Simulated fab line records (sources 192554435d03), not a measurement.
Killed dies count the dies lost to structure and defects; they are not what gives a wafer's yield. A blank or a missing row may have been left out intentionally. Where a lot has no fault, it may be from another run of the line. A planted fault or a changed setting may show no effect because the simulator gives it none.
The tool behind it: which one?	flow n5_finfet	Sampling: 24 lots, 72 wafers, 4 of 1938 route steps

== WHAT THE GAUGES SHOWED, per wafer ==
N5_BEOL_M10_THK_MEAS_01.
lot	measured	on	M10_ILD_THK (nm)
L074	day 9 19:52	film_metro-01	264 268 268
L075	day 10 03:15	film_metro-01	259 264 267
L076	day 10 14:55	film_metro-02	266 271 272
L077	day 10 15:19	film_metro-02	270 268 272
L078	day 10 19:10	film_metro-01	263 264 269
L081	day 11 12:48	film_metro-02	263 272 271
L080	day 11 16:41	film_metro-01	266 266 267
L079	day 11 16:54	film_metro-01	267 267 272
L082	day 11 23:18	film_metro-02	265 271 268
L083	day 12 01:15	film_metro-01	267 271 270
L084	day 12 10:40	film_metro-02	264 272 271
L086	day 13 04:06	film_metro-01	268 274 275
L085	day 13 06:57	film_metro-01	273 267 275
L089	day 13 12:28	film_metro-01	272 275 271
L087	day 13 12:43	film_metro-01	269 273 270
L088	day 13 13:59	film_metro-01	261 265 268
L090	day 14 03:51	film_metro-02	267 270 271
L093	day 14 09:25	film_metro-02	260 261 263
L091	day 14 09:45	film_metro-01	271 270 276
L092	day 14 15:59	film_metro-02	266 270 270
L094	day 14 16:28	film_metro-02	271 267 274
L095	day 15 16:49	film_metro-02	263 264 267
L097	day 15 17:26	film_metro-02	269 266 273
L096	day 15 17:53	film_metro-02	267 265 271

N5_BEOL_M10_THK_MEAS_53: measures by xrf.
lot	measured	on	M10_THK (nm)
L074	day 10 05:06	film_metro-01	137.7 140.5 137.3
L075	day 10 11:03	film_metro-01	139.4 138.3 138.1
L076	day 10 21:56	film_metro-01	140.4 136.1 140.7
L077	day 10 22:44	film_metro-02	142.3 136.9 141.2
L078	day 11 01:28	film_metro-01	141.8 139.8 136.8
L081	day 11 19:18	film_metro-01	138.7 140.7 141.2
L080	day 11 23:58	film_metro-01	140.8 144.1 142.1
L079	day 12 01:00	film_metro-02	134.8 137.9 138.0
L082	day 12 04:24	film_metro-02	141.9 140.9 140.7
L083	day 12 08:47	film_metro-01	140.3 138.8 140.7
L084	day 12 17:19	film_metro-01	138.0 139.0 137.1
L086	day 13 09:45	film_metro-01	140.2 141.0 143.0
L085	day 13 12:44	film_metro-01	136.4 140.6 140.7
L089	day 13 17:20	film_metro-02	139.1 140.1 138.4
L087	day 13 19:16	film_metro-01	139.0 139.3 141.9
L088	day 13 20:49	film_metro-02	139.5 139.4 140.8
L090	day 14 11:35	film_metro-01	144.3 144.4 140.0
L093	day 14 15:14	film_metro-02	144.9 141.8 143.5
L091	day 14 15:47	film_metro-01	139.6 141.0 142.5
L092	day 14 21:59	film_metro-01	144.6 141.7 143.9
L094	day 14 22:52	film_metro-01	138.2 139.9 141.4
L095	day 15 22:22	film_metro-02	138.9 139.1 141.4
L097	day 16 01:05	film_metro-02	143.0 143.7 143.7
L096	day 16 02:30	film_metro-02	142.2 143.0 142.9

== EACH LOT AND THE TOOL THAT RAN IT (in order: tool; ch and the chambers of the sampled wafers; start) ==
lot	N5_BEOL_M9_VIA_ETCH_34	N5_BEOL_M10_CURE_71
L074	rie_diel-06 ch 0,1, day 9 16:18	uv_cure-02 ch 2, day 9 19:22
L075	rie_diel-01 ch 0,1, day 9 21:42	uv_cure-01 ch 0, day 10 02:49
L076	rie_diel-01 ch 1,3, day 10 10:59	uv_cure-02 ch 2, day 10 14:29
L077	rie_diel-01 ch 0,1, day 10 11:31	uv_cure-03 ch 2, day 10 14:53
L078	rie_diel-02 ch 0,2,3, day 10 15:19	uv_cure-02 ch 1, day 10 18:43
L081	rie_diel-02 ch 0,2, day 11 09:40	uv_cure-02 ch 1, day 11 12:27
L080	rie_diel-06 ch 1,2, day 11 13:26	uv_cure-03 ch 2, day 11 16:16
L079	rie_diel-01 ch 0,1, day 11 13:35	uv_cure-01 ch 0, day 11 16:23
L082	rie_diel-01 ch 0,1, day 11 19:42	uv_cure-03 ch 2, day 11 22:47
L083	rie_diel-01 ch 0,1, day 11 20:23	uv_cure-01 ch 0, day 12 00:49
L084	rie_diel-06 ch 1,2, day 12 06:05	uv_cure-02 ch 0, day 12 10:09
L086	rie_diel-02 ch 0,2,3, day 13 00:25	uv_cure-01 ch 2, day 13 03:35
L085	rie_diel-02 ch 0,1,3, day 13 02:49	uv_cure-03 ch 1, day 13 06:07
L089	rie_diel-06 ch 1,2,3, day 13 08:22	uv_cure-02 ch 1, day 13 11:57
L087	rie_diel-01 ch 0,1, day 13 09:28	uv_cure-03 ch 0, day 13 12:17
L088	rie_diel-02 ch 0,1,2, day 13 10:19	uv_cure-01 ch 0, day 13 13:29
L090	rie_diel-01 ch 1,2,3, day 14 00:11	uv_cure-02 ch 2, day 14 03:25
L093	rie_diel-06 ch 0,1,2, day 14 06:07	uv_cure-03 ch 1, day 14 08:54
L091	rie_diel-02 ch 0,1,3, day 14 06:17	uv_cure-02 ch 1, day 14 09:19
L092	rie_diel-06 ch 0,2,3, day 14 11:28	uv_cure-02 ch 1, day 14 15:33
L094	rie_diel-02 ch 0,2,3, day 14 12:47	uv_cure-02 ch 1, day 14 16:02
L095	rie_diel-06 ch 1,3, day 15 13:12	uv_cure-02 ch 0, day 15 16:18
L097	rie_diel-02 ch 0,1,2, day 15 13:46	uv_cure-03 ch 1, day 15 17:01
L096	rie_diel-06 ch 0,1,2, day 15 14:19	uv_cure-01 ch 0, day 15 17:22
- N5_BEOL_M9_VIA_ETCH_34: etches SiCOH lowk in C4F6/O2, target depth 182.4 nm, time 68.4 s.
- N5_BEOL_M10_CURE_71: cures SiCOH lowk, time 240 s.

== AS READ BY THE TOOLS THEMSELVES (means over the sampled wafers that have a number; for cases with no such wafer, the mark the record gives instead) ==
N5_BEOL_M9_VIA_ETCH_34.
lot	tool	C4F6_flow_sccm (sccm)	drypump_motor_current_A (A)	oes_ar_750_au (a.u.)	oes_product_au (a.u.)	rf_vpp_V (V)	showerhead_plenum_p_Torr (Torr)	throttle_valve_pct (%)
L074	rie_diel-06	10.05	5.3	0.74	0.73	670	2.81	21.16
L075	rie_diel-01	10.00	5.2	0.76	0.75	660	2.75	20.89
L076	rie_diel-01	9.95	5.1	0.70	0.69	665	2.90	21.17
L077	rie_diel-01	9.99	5.2	0.75	0.75	661	2.74	20.89
L078	rie_diel-02	10.02	5.4	0.78	0.78	666	2.86	20.76
L081	rie_diel-02	10.02	5.1	0.77	0.77	665	2.81	20.76
L080	rie_diel-06	10.02	5.0	0.75	0.74	651	2.73	20.95
L079	rie_diel-01	9.97	5.2	0.75	0.74	660	2.74	20.91
L082	rie_diel-01	10.00	5.2	0.75	0.73	661	2.74	20.91
L083	rie_diel-01	10.02	4.9	0.72	0.71	664	2.84	21.07
L084	rie_diel-06	9.99	5.0	0.74	0.73	651	2.73	20.96
L086	rie_diel-02	9.98	5.4	0.77	0.77	666	2.85	20.78
L085	rie_diel-02	10.01	5.8	0.78	0.78	665	2.85	20.74
L089	rie_diel-06	9.99	5.1	0.81	0.80	658	2.83	20.81
L087	rie_diel-01	10.00	5.2	0.74	0.73	661	2.73	20.94
L088	rie_diel-02	10.02	5.5	0.77	0.77	663	2.81	20.73
L090	rie_diel-01	10.00	5.6	0.78	0.77	667	2.85	20.89
L093	rie_diel-06	10.00	5.2	0.71	0.71	660	2.76	21.10
L091	rie_diel-02	9.97	5.8	0.77	0.77	666	2.85	20.75
L092	rie_diel-06	10.00	5.4	0.78	0.77	666	2.86	20.95
L094	rie_diel-02	10.00	5.4	0.76	0.75	665	2.84	20.81
L095	rie_diel-06	10.02	5.4	0.85	0.86	665	2.92	20.69
L097	rie_diel-02	10.00	5.6	0.75	0.75	663	2.80	20.75
L096	rie_diel-06	9.99	5.1	0.71	0.71	660	2.76	21.12

N5_BEOL_M10_CURE_71.
lot	tool	lamp_power_pct (%)	wafer_temp_C_max
L074	uv_cure-02	52.29	386.0
L075	uv_cure-01	52.28	386.4
L076	uv_cure-02	52.31	386.2
L077	uv_cure-03	52.32	386.8
L078	uv_cure-02	52.33	386.1
L081	uv_cure-02	52.35	386.3
L080	uv_cure-03	52.34	387.4
L079	uv_cure-01	52.31	386.6
L082	uv_cure-03	52.31	386.9
L083	uv_cure-01	52.33	386.2
L084	uv_cure-02	52.34	386.9
L086	uv_cure-01	52.35	386.0
L085	uv_cure-03	52.31	386.4
L089	uv_cure-02	52.22	386.4
L087	uv_cure-03	52.29	387.2
L088	uv_cure-01	52.32	386.4
L090	uv_cure-02	52.28	386.2
L093	uv_cure-03	52.34	386.5
L091	uv_cure-02	52.27	386.2
L092	uv_cure-02	52.35	386.1
L094	uv_cure-02	52.29	386.1
L095	uv_cure-02	52.30	387.1
L097	uv_cure-03	52.35	386.8
L096	uv_cure-01	52.32	386.3

== THE ANSWER, worked out from the rows above alone ==
Rule: what is usual is taken from the lots themselves. The widest of any qualifying gaps counts: lots, ordered by their means at a reading, are off when they make up no more than a third of the lots, leave a main group of 4 or more, and stand apart from it by 3 or more times the standard deviation of that group's means. The tables above print the reading to a certain number of digits; a main group whose means all agree to those digits is not used. Also off: a lot with no number at a reading for which 4 or more lots have one. Where the step has rows for the other lots, those lots are counted as sound. The gauges are gone through in route order, then the tools' own readings, and for those a lot's mean is taken as printed above. The first step at which some lot is off is used, and at that step the reading that is off furthest; a lot without a number counts as furthest.
Nothing can be told from this: no lot is off at any reading shown.

== WHAT THE SIMULATOR HAD PUT IN ==
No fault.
